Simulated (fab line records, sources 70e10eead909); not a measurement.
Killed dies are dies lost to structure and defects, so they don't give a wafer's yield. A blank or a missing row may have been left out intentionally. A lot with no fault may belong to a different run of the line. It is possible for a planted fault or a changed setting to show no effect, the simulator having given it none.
Comparing a struck lot with a sound one :: flow nand-harc :: 15 steps out of a route of 1302
Sound: these wafers, L399.2, L399.3, L399.5. Wafers L412.1, L412.3, L412.6 were the ones struck. The cause comes at the end.
For every step that has rows: the tool of each side, followed by ch and its chambers, followed by its first start. Under that, the readings that differ: sound wafers :: struck wafers :: difference of the means :: sigmas: that difference in standard deviations of wafers without a fault.
alike: readings with means less than 2 such deviations apart, plus words and numbers identical on both sides. not compared: withheld readings, readings lacking a value on some wafer, bounds such as >300 that could conceal the same value, and numbers that have no deviation in the record and whose values overlap.
A row with sigmas, a row that says differs or no value, or rows on one side alone: a step with any of these is where the two part. Non-overlapping numbers with no deviation appear without sigmas and do not part them. A reading that every wafer of one side lacks parts them only if that side has two wafers or more.

NHARC_A_DECK1_JOINT_ETCHBACK_00: etches the open film in HBr, target depth 30 nm, time 17.4 s.
  sound on rie-si-02 ch 1,2,3, day 13 17:25; struck on rie-si-03 ch 2,3, day 19 02:18
  alike: drypump-motor-current-A, oes-product-au, throttle-valve-pct
  not compared: rf-hours-counter-h
then, 8 steps without rows for these wafers: NHARC_A_DECK1_JOINT_PRECLEAN_30 (cleans in SC1); NHARC_A_DECK1_JOINT_SRD_31; NHARC_A_DECK1_JOINT_CVD_34 (deposits SiNx, target thk 20 nm); NHARC_A_DECK1_JOINT_DEP_06 (deposits SiOx, target thk 80 nm); NHARC_A_DECK1_JOINT_CURE_26 (time 32 s); NHARC_A_DECK1_JOINT_ANNEAL_27 (time 3600 s); NHARC_A_DECK1_JOINT_ANNEAL_28 (time 1800 s); NHARC_A_DECK1_JOINT_ANNEAL_29 (time 1800 s).
NHARC_A_DECK1_JOINT_CMP_02: polishes SiOx.
  sound on cmp-04 ch 1,3, day 14 14:16; struck on cmp-04 ch 2,3, day 19 22:04
  alike: motor-current-A
following that, these wafers have no rows for 1 step: NHARC_A_DECK1_JOINT_SRD_15.
NHARC_A_DECK1_JOINT_DEP_16: deposits SiO2, target thk 45 nm.
  sound on pecvd-03 ch 1,2, day 14 14:40; struck on pecvd-01 ch 1,2, day 19 22:29
reading: mfc-precursor-sccm (sccm)
sound: 161.2 162.1 160.8
struck: 141.7 142.2 142.4
difference: -19.3
sigmas: -39
  alike: heater-power-w, throttle-valve-pct
NHARC_A_DECK1_JOINT_THK_MEAS_17: measures by ellipsometry.
  sound on film-metro-02 at day 14 14:55; struck on film-metro-02 at day 19 22:44
reading: thk-nm (nm)
sound: 46.8 43.6 42.6
struck: 38.3 37.7 40.7
difference: -5.4
sigmas: -4
NHARC_A_DECK1_JOINT_INSPECT_05:
  sound on defect-inspect-02 at day 14 14:57; struck on defect-inspect-02 at day 19 22:46
  alike: raw-defect-count
NHARC_END_SORT_01:
  the record has rows for the sound wafers here (prober-01 ch 0, day 26 21:05) and none for the struck ones

WHERE THEY PART
Earliest at NHARC_A_DECK1_JOINT_DEP_16; latest, in this record, at NHARC_END_SORT_01.

WHY: whatever the simulator had introduced
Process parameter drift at NHARC_A_DECK1_JOINT_DEP_16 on pecvd-01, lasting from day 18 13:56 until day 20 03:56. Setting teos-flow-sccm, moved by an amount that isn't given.
